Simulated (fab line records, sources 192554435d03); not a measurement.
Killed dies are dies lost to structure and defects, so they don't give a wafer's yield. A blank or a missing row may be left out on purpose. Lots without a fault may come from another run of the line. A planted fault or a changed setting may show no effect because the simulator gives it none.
fab line records | flow n5_finfet
record lots=5 wafers=15 last_day=17
route steps=1938 shown PMOS_HMC_CHANNEL_EPI@62
lots that met no fault: from a run of the same line without faults
start_h: hours from the record's first day to the start of the lot's first wafer shown | wait_h: hours since the lot's step before | " the same as in the row above | L1.1+2: a row that stands for several wafers | - no value, or no start given | * or withheld: withheld | < > ~ a bound
route shown NAME@n: a module of which the file shows steps, and the number in the route of the first | usual: mean/standard deviation of fault-free wafers | same: alike in all rows | chamber/n: place in a boat | sites: the reading at each site | _std_site: their standard deviation | _edge_site: outer sites' mean less inner sites' | radius_mm: how far each site lies from the wafer's centre | mask NAME#n: copy n | behind: the tool/chamber that last shaped the wafer | hold: why the lot was held/for how many hours/how that ended | device: the transistor (n, p or np) that didn't switch | end of line: the same wafers' tests at the end of the route | a step without rows: its recipe alone | killed: dies lost to structure and defects at the first sort, not the wafer's yield | map: a wafer's dies, x killed, . not, _ none there
set.NAME: the setting as run; set.NAME@STEP: as run at that earlier step | model.NAME: the simulator's own value behind a step, which no gauge read
lots at some steps of the route; a table a step, a row a wafer
services: from which hour (start_h, from the record's first day; less than 0 if before it) a tool's chamber was out of use, for how many hours, and why
## steps
# step N5_PMOS_HMC_CHANNEL_EPI_EXPOSE_06
# recipe mask_id=PMOS_HMC_BLK na=1.35 source_shape=conventional sigma_outer=0.8 polarization=unpolarized target_cd_nm=240 dose_mj=41
# step N5_PMOS_HMC_CHANNEL_EPI_PEB_07
# recipe peb_temp_c=110 peb_time_s=60 resist=CAR-ArF-block
# step N5_PMOS_HMC_CHANNEL_EPI_DEVELOP_08
# recipe develop_time_s=30 developer=TMAH resist=CAR-ArF-block dev_temp_c=23 rinse_liquid=diw dry=air_spin
# step N5_PMOS_HMC_CHANNEL_EPI_CD_MEAS_09
# recipe target_cd_nm=237.4 landing_energy_ev=500 detector=se_inlens
# usual cd_nm=237.7/1.3
# columns lot.wafer tool chamber start_h wait_h cd_nm
L786.3 cd_sem-03 0 34.99 - 238.2
L786.4 " 0 " " 238.8
L786.5 " 0 " " 236.6
L790.3 cd_sem-03 0 59.39 - 236.3
L790.5 " 0 " " 235.7
L790.6 " 0 " " 238.0
L792.2 cd_sem-02 0 71.61 - 240.4
L792.3 " 0 " " 239.2
L792.4 " 0 " " 238.3
L793.1 cd_sem-01 0 77.28 - 237.7
L793.2 " 0 " " 236.1
L793.5 " 0 " " 236.0
L803.1 cd_sem-02 0 137.75 - 235.4
L803.4 " 0 " " 235.4
L803.5 " 0 " " 238.4
# step N5_PMOS_HMC_CHANNEL_EPI_OVL_MEAS_10
# recipe points_per_wafer=44
# usual PMOS_HMC_BLK_OVL=-0.4/0.68
# columns lot.wafer tool chamber start_h wait_h PMOS_HMC_BLK_OVL[nm]
L786.3 overlay-01 0 35.02 0.0 -0.5
L786.4 " 0 " " -0.8
L786.5 " 0 " " -0.3
L790.3 overlay-01 0 59.42 0.0 -0.2
L790.5 " 0 " " -1.2
L790.6 " 0 " " -0.7
L792.2 overlay-02 0 71.64 0.0 0.5
L792.3 " 0 " " -0.2
L792.4 " 0 " " -0.1
L793.1 overlay-01 0 77.31 0.0 -1.2
L793.2 " 0 " " -0.7
L793.5 " 0 " " -1.5
L803.1 overlay-01 0 137.78 0.0 0.9
L803.4 " 0 " " -0.2
L803.5 " 0 " " 0.1
# step N5_PMOS_HMC_CHANNEL_EPI_INSPECT_11
# recipe mode=adi inspect_instrument=macro
# usual raw_defect_count=1.9/1.4
# columns lot.wafer tool chamber start_h wait_h raw_defect_count
L786.3 defect_inspect-02 - 35.05 0.0 1
L786.4 " - " " 1
L786.5 " - " " 2
L790.3 defect_inspect-02 - 59.45 0.0 1
L790.5 " - " " 2
L790.6 " - " " 4
L792.2 defect_inspect-01 - 71.66 0.0 2
L792.3 " - " " 1
L792.4 " - " " 2
L793.1 defect_inspect-01 - 77.33 0.0 1
L793.2 " - " " 2
L793.5 " - " " 3
L803.1 defect_inspect-02 - 137.80 0.0 2
L803.4 " - " " 0
L803.5 " - " " 1
# step N5_PMOS_HMC_CHANNEL_EPI_DESCUM_14
# recipe chemistry=O2 time_s=7.9 source_power_w=50 bias_power_w=20 pressure_mtorr=20 rf_frequency_hz=2.712e+07 temp_c=40 resist=CAR-ArF-block o2_flow_sccm=225
# usual drypump_motor_current_A=5.8/0.47 oes_product_au=0.80/0.095 rf_vpp_V=243.2/1.1 showerhead_plenum_p_Torr=2.10/0.055 temp_c=40.00/0.097 throttle_valve_pct=20.36/0.19
# columns lot.wafer tool chamber start_h wait_h drypump_motor_current_A oes_product_au rf_hours_counter_h rf_vpp_V showerhead_plenum_p_Torr temp_c throttle_valve_pct
L786.3 rie_diel-05 3 35.08 0.0 5.8 0.75 165 244.1 2.19 39.83 20.79
L786.4 " 1 " " 5.9 0.69 206 244.3 2.16 40.18 20.26
L786.5 " 0 " " 5.1 0.74 - 241.7 2.03 40.03 20.37
L790.3 rie_diel-03 1 59.48 0.0 6.6 0.79 119 242.4 2.08 40.03 20.25
L790.5 " 1 " " 6.6 0.80 - 242.7 2.08 40.06 20.24
L790.6 " 0 " " 6.0 0.90 - 244.8 2.12 40.10 20.33
L792.2 rie_diel-03 0 72.24 0.6 6.0 0.89 30 242.9 2.11 40.08 20.35
L792.3 " 2 " " 5.8 0.82 75 243.3 2.12 39.99 20.18
L792.4 " 1 " " 6.5 0.79 - 242.4 2.07 40.11 20.26
L793.1 rie_diel-01 3 77.53 0.2 6.0 0.91 14 243.5 2.14 39.92 20.25
L793.2 " 0 " " 5.5 0.68 260 242.4 2.05 40.03 20.55
L793.5 " 0 " " 5.5 0.68 - 242.0 2.05 39.81 20.54
L803.1 rie_diel-05 2 137.84 0.0 5.0 0.87 56 241.9 2.03 40.03 20.35
L803.4 " 3 " " 5.8 0.72 190 245.7 2.18 40.01 20.84
L803.5 " 2 " " 5.0 0.86 - 241.5 2.03 40.00 20.36
# step N5_PMOS_HMC_CHANNEL_EPI_ETCH_32
# recipe chemistry=N2/H2 target=BARC stop_on=SiO2 target_depth_a=858 over_etch_frac=0.3 time_s=50.3 ion_energy_ev=200 mask_material=CAR-ArF-block pressure_mtorr=30 source_w=840 bias_w=150 n2_flow_sccm=200 h2_flow_sccm=200
# usual bias_w=150.0/0.43 drypump_motor_current_A=5.8/0.47 oes_product_au=0.68/0.08 rf_vpp_V=524.2/2.1 showerhead_plenum_p_Torr=2.55/0.069 throttle_valve_pct=17.78/0.21
# columns lot.wafer tool chamber start_h wait_h bias_w drypump_motor_current_A oes_product_au rf_hours_counter_h rf_vpp_V showerhead_plenum_p_Torr throttle_valve_pct
L786.3 rie_diel-05 3 35.11 0.0 150.7 5.8 0.64 165 527.1 2.65 18.14
L786.4 " 1 " " 149.5 6.0 0.60 206 526.3 2.61 17.63
L786.5 " 0 " " 150.1 5.2 0.64 - 521.9 2.46 17.88
L790.3 rie_diel-03 1 59.51 0.0 149.7 6.6 0.68 119 525.2 2.54 17.74
L790.5 " 1 " " 149.8 6.6 0.68 - 523.5 2.54 17.74
L790.6 " 0 " " 150.1 6.1 0.75 - 525.2 2.60 18.01
L792.2 rie_diel-03 0 72.28 0.0 150.8 6.1 0.75 30 525.9 2.60 18.04
L792.3 " 2 " " 149.3 5.8 0.70 75 524.0 2.58 17.61
L792.4 " 1 " " 150.9 6.6 0.68 - 523.2 2.54 17.74
L793.1 rie_diel-01 3 77.59 0.0 150.0 6.0 0.78 14 525.6 2.59 17.66
L793.2 " 0 " " 150.2 5.5 0.58 260 522.2 2.48 18.06
L793.5 " 0 " " 150.2 5.5 0.59 - 522.2 2.48 18.06
L803.1 rie_diel-05 2 137.87 0.0 149.6 5.1 0.74 56 521.5 2.46 17.75
L803.4 " 3 " " 149.6 5.8 0.62 190 527.1 2.64 18.18
L803.5 " 2 " " 149.4 5.1 0.74 - 520.6 2.46 17.75
# step N5_PMOS_HMC_CHANNEL_EPI_HM_OPEN_15
# recipe chemistry=CHF3/O2 target=SiO2 mask_material=CAR-ArF-block target_depth_a=406 CHF3_flow_sccm=50 O2_flow_sccm=5 Ar_flow_sccm=200 time_s=20.3 pressure_mtorr=30 source_w=650 bias_w=170 ion_energy_ev=200
# usual bias_w=170.0/0.58 drypump_motor_current_A=5.8/0.47 oes_o_777_au=0.80/0.092 oes_product_au=0.80/0.098 rf_vpp_V=526/19 showerhead_plenum_p_Torr=2.42/0.067 throttle_valve_pct=18.85/0.18
# columns lot.wafer tool chamber start_h wait_h bias_w drypump_motor_current_A oes_o_777_au oes_product_au rf_hours_counter_h rf_vpp_V showerhead_plenum_p_Torr throttle_valve_pct
L786.3 rie_diel-05 3 35.16 0.0 170.1 5.8 0.73 0.74 166 555 2.52 19.25
L786.4 " 1 " " 170.0 6.0 0.69 0.69 206 525 2.48 18.72
L786.5 " 0 " " 170.1 5.1 0.78 0.74 - 486 2.31 18.71
L790.3 rie_diel-03 1 59.56 0.0 168.7 6.6 0.77 0.80 119 538 2.40 18.79
L790.5 " 1 " " 169.7 6.6 0.77 0.80 - 538 2.40 18.79
L790.6 " 0 " " 169.8 6.1 0.86 0.91 - 546 2.43 18.77
L792.2 rie_diel-03 0 72.32 0.0 169.8 6.0 0.86 0.90 30 547 2.43 18.77
L792.3 " 2 " " 168.9 5.8 0.83 0.81 75 514 2.45 18.73
L792.4 " 1 " " 170.0 6.6 0.77 0.80 - 539 2.40 18.80
L793.1 rie_diel-01 3 77.65 0.0 170.0 6.1 0.94 0.91 14 497 2.49 18.87
L793.2 " 0 " " 169.3 5.5 0.68 0.69 260 533 2.39 19.18
L793.5 " 0 " " 168.6 5.5 0.68 0.69 - 533 2.39 19.18
L803.1 rie_diel-05 2 137.91 0.0 169.9 5.0 0.84 0.86 56 534 2.32 18.73
L803.4 " 3 " " 169.7 5.8 0.71 0.71 190 553 2.51 19.27
L803.5 " 2 " " 169.4 5.0 0.84 0.86 - 533 2.32 18.72
# step N5_PMOS_HMC_CHANNEL_EPI_STRIP_33
# recipe chemistry=N2/H2 power_w=500 temp_c=40 pressure_mtorr=50 rf_frequency_hz=6e+07 overash_fraction=0.3 bias_power_w=8 h2_frac=0.5 n2_flow_sccm=300 h2_flow_sccm=300
# usual drypump_motor_current_A=5.8/0.47 oes_product_au=0.80/0.095 power_w=500.1/1.7 rf_vpp_V=54.1/1.7 showerhead_plenum_p_Torr=3.36/0.088 temp_c=40.00/0.11 throttle_valve_pct=18.8/0.43
# columns lot.wafer tool chamber start_h wait_h drypump_motor_current_A oes_product_au power_w rf_hours_counter_h rf_vpp_V showerhead_plenum_p_Torr temp_c throttle_valve_pct
L786.3 rie_diel-05 3 35.21 0.0 5.8 0.75 499.4 166 51.7 3.49 40.06 19.1
L786.4 " 1 " " 5.9 0.69 499.8 206 50.7 3.45 39.98 18.4
L786.5 " 0 " " 5.1 0.74 501.0 - 51.1 3.25 39.84 19.1
L790.3 rie_diel-03 1 59.61 0.0 6.6 0.79 502.0 119 51.6 3.35 39.98 18.6
L790.5 " 1 " " 6.6 0.79 500.9 - 53.0 3.35 40.17 18.6
L790.6 " 0 " " 6.0 0.89 500.7 - 49.6 3.43 39.92 19.6
L792.2 rie_diel-03 0 72.37 0.0 6.0 0.88 500.8 30 55.2 3.43 40.08 19.7
L792.3 " 2 " " 5.8 0.82 499.4 75 54.6 3.41 39.92 18.4
L792.4 " 1 " " 6.6 0.79 500.3 - 53.6 3.35 39.89 18.6
L793.1 rie_diel-01 3 77.73 0.1 6.0 0.93 498.5 14 54.0 3.42 40.13 18.8
L793.2 " 0 " " 5.5 0.69 501.3 260 52.8 3.29 39.91 19.4
L793.5 " 0 " " 5.5 0.69 500.7 - 55.3 3.29 39.88 19.4
L803.1 rie_diel-05 2 137.97 0.0 5.0 0.85 499.9 56 53.5 3.26 39.89 18.8
L803.4 " 3 " " 5.8 0.71 498.5 190 52.5 3.48 40.10 19.2
L803.5 " 2 " " 5.0 0.87 501.0 - 53.2 3.26 39.83 18.8
# step N5_PMOS_HMC_CHANNEL_EPI_STRIP_17
# recipe chemistry=SPM time_s=750 temp_c=130 h2so4_h2o2_vol_ratio=4 dry=ipa_marangoni
# step N5_PMOS_HMC_CHANNEL_EPI_ETCH_38
# recipe chemistry=CF4 target=SiO2 target_depth_a=15 ion_energy_ev=350 pressure_mtorr=10 icp_w=800 bias_w=400 cf4_flow_sccm=80
# step N5_PMOS_HMC_CHANNEL_EPI_FIN_RECESS_16
# recipe chemistry=HBr/Cl2 target=Si mask_material=SiO2 target_depth_a=540 time_s=18 pressure_mtorr=10 icp_w=800 bias_w=75 HBr_flow_sccm=150 Cl2_flow_sccm=80
# usual bias_w=75.00/0.24 drypump_motor_current_A=5.9/0.35 mfc_cl2_sccm=80.00/0.23 oes_product_au=0.999/0.016 throttle_valve_pct=35.4/0.35
# columns lot.wafer tool chamber start_h wait_h bias_w drypump_motor_current_A mfc_cl2_sccm oes_product_au rf_hours_counter_h throttle_valve_pct model.etch.depth_nm model.PMOS_HMC_CHANNEL_EPI.feature_depth_nm
L786.3 rie_si-04 2 35.53 0.0 74.97 6.0 80.01 0.980 140 35.1 54.62 54.62
L786.4 " 1 " " 74.97 5.9 79.97 1.007 98 35.1 52.05 52.05
L786.5 " 2 " " 75.26 5.9 79.84 0.989 - 35.1 55.16 55.16
L790.3 rie_si-06 0 59.94 0.0 74.99 5.2 79.62 1.027 36 35.5 54.04 54.04
L790.5 " 2 " " 75.31 6.1 79.52 0.992 - 34.6 54.39 54.39
L790.6 " 3 " " 75.12 6.3 80.09 0.996 - 35.1 55.5 55.5
L792.2 rie_si-04 2 72.70 0.0 75.02 5.9 80.21 0.990 141 35.1 54.43 54.43
L792.3 " 3 " " 74.98 5.7 79.90 1.011 27 35.1 53.18 53.18
L792.4 " 0 " " 74.93 5.5 80.16 1.007 41 35.8 54.68 54.68
L793.1 rie_si-05 2 78.07 0.0 74.94 6.4 80.24 0.997 91 35.4 55.63 55.63
L793.2 " 3 " " 74.75 5.8 80.08 0.964 157 36.2 53.48 53.48
L793.5 " 2 " " 75.26 6.4 80.14 0.993 - 35.5 55.33 55.33
L803.1 rie_si-05 1 138.29 0.0 75.46 6.2 80.42 1.006 118 35.4 53.25 53.25
L803.4 " 2 " " - 6.4 79.90 1.004 92 35.4 51.65 51.65
L803.5 " 0 " " - 5.2 80.07 1.004 - 35.5 50.94 50.94
# step N5_PMOS_HMC_CHANNEL_EPI_PRECLEAN_36
# recipe chemistry=O3/DIW time_s=45 temp_c=22 o3_ppm=10
# step N5_PMOS_HMC_CHANNEL_EPI_PRECLEAN_18
# recipe chemistry=DHF time_s=30 temp_c=25 dilution=withheld
# step N5_PMOS_HMC_CHANNEL_EPI_SRD_19
# recipe dry=ipa_marangoni do_ppb=5 time_s=30 temp_c=23 rinse_liquid=diw
# step N5_PMOS_HMC_CHANNEL_EPI_EPI_20
# recipe material=SiGe30 mask_material=SiO2 pressure_torr=20 target_thk_a=590 temp_c=600
# step N5_PMOS_HMC_CHANNEL_EPI_HM_STRIP_35
# recipe chemistry=dHF temp_c=25 material=SiO2 target=SiO2 target_depth_a=396 time_s=216
# step N5_PMOS_HMC_CHANNEL_EPI_SRD_39
# recipe dry=ipa_marangoni time_s=30 temp_c=23 rinse_liquid=diw
# step N5_PMOS_HMC_CHANNEL_EPI_CMP_21
# recipe material=SiGe30 post_cmp_clean=alkaline_brush target_thk_nm=54
# usual motor_current_A=12.2/1.4
# columns lot.wafer tool chamber start_h wait_h motor_current_A
L786.4 cmp-04 3 37.45 0.0 12.3
L786.3 " 1 " " 13.4
L786.5 " 3 " " 13.1
L790.3 cmp-02 1 62.49 0.1 15.0
L790.5 " 2 " " 11.9
L790.6 " 3 " " 12.7
L792.4 cmp-01 0 75.14 0.0 11.9
L792.3 " 2 " " 9.1
L792.2 " 3 " " 11.7
L793.2 cmp-04 2 79.98 0.0 12.3
L793.1 " 0 " " 10.2
L793.5 " 3 " " 12.9
L803.1 cmp-04 1 140.24 0.1 13.1
L803.4 " 3 " " 12.4
L803.5 " 1 " " 13.1
# step N5_PMOS_HMC_CHANNEL_EPI_THK_MEAS_22
# recipe reads=SiGe30_of_PMOS_HMC_CHANNEL_EPI_EPI_20
# usual HMC_CMP_THK=54.2/1.1
# columns lot.wafer tool chamber start_h wait_h HMC_CMP_THK[nm]
L786.3 film_metro-01 - 37.74 - 54.4
L786.4 " - " " 51.8
L786.5 " - " " 54.9
L790.3 film_metro-02 - 62.67 - 53.8
L790.5 " - " " 54.2
L790.6 " - " " 55.4
L792.2 film_metro-01 - 75.43 - 54.5
L792.3 " - " " 53.4
L792.4 " - " " 54.6
L793.1 film_metro-02 - 80.27 - 55.5
L793.2 " - " " 53.2
L793.5 " - " " 55.1
L803.1 film_metro-02 - 140.50 - 53.0
L803.4 " - " " 51.5
L803.5 " - " " 50.8
# step N5_PMOS_HMC_CHANNEL_EPI_PRECLEAN_40
# recipe chemistry=DHF time_s=30 temp_c=25 dilution=withheld
## services
# columns tool chamber start_h hours kind
rie_diel-01 1 20.02 4.9 repair
cmp-02 - 29.04 1.4 repair
cmp-02 - 31.60 3.1 repair
rie_diel-01 1 50.43 1.8 repair
rie_diel-01 0 50.97 8.6 repair
rie_diel-05 2 52.48 3.9 repair
cmp-01 - 56.47 6.3 repair
cmp-04 - 62.84 2.3 repair
cmp-01 - 64.07 2.1 repair
cmp-01 - 73.19 1.0 repair
rie_si-06 0 74.82 4.1 repair
rie_diel-01 2 76.26 18.7 repair
rie_diel-05 3 77.89 10.9 repair
rie_diel-03 0 77.97 4.1 repair
cmp-01 - 81.62 1.6 repair
rie_diel-01 3 87.47 5.0 repair
rie_si-04 1 91.15 37.1 repair
cmp-04 - 91.80 2.4 repair
cmp-02 - 99.23 0.9 repair
cmp-04 - 116.20 4.0 pm
rie_diel-01 - 116.47 2.8 pm
rie_diel-05 0 118.41 3.1 repair
rie_diel-03 - 134.45 2.8 pm
rie_diel-05 - 139.00 2.8 pm
## key
first_sign step=N5_PMOS_HMC_CHANNEL_EPI_THK_MEAS_22 reading=HMC_CMP_THK direction=down sigmas=2.7 usual=54.2 struck=51.2
effect none on later readings
model_effect step=N5_PMOS_HMC_CHANNEL_EPI_FIN_RECESS_16 value=etch.depth_nm without=55.84 struck=51.3
met_at N5_PMOS_HMC_CHANNEL_EPI_FIN_RECESS_16
struck_wafers L803.4,L803.5
tester_left_out L803
onset_between 78.07 138.29
fault kind=process_parameter_drift tool=rie_si-05 chamber=- onset_h=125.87 steps=N5_PMOS_HMC_CHANNEL_EPI_FIN_RECESS_16 channel=time_s offset=* shape=step end_h=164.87 scope=struck_wafers_only acts_in=* stated=*
# tester_left_out: of these lots the tester's yield and bins aren't shown, on N5 and GAA mostly nor the transistor test; their killed dies are dies lost to structure and defects alone, not to doping, threshold or leakage, so they don't give the yield
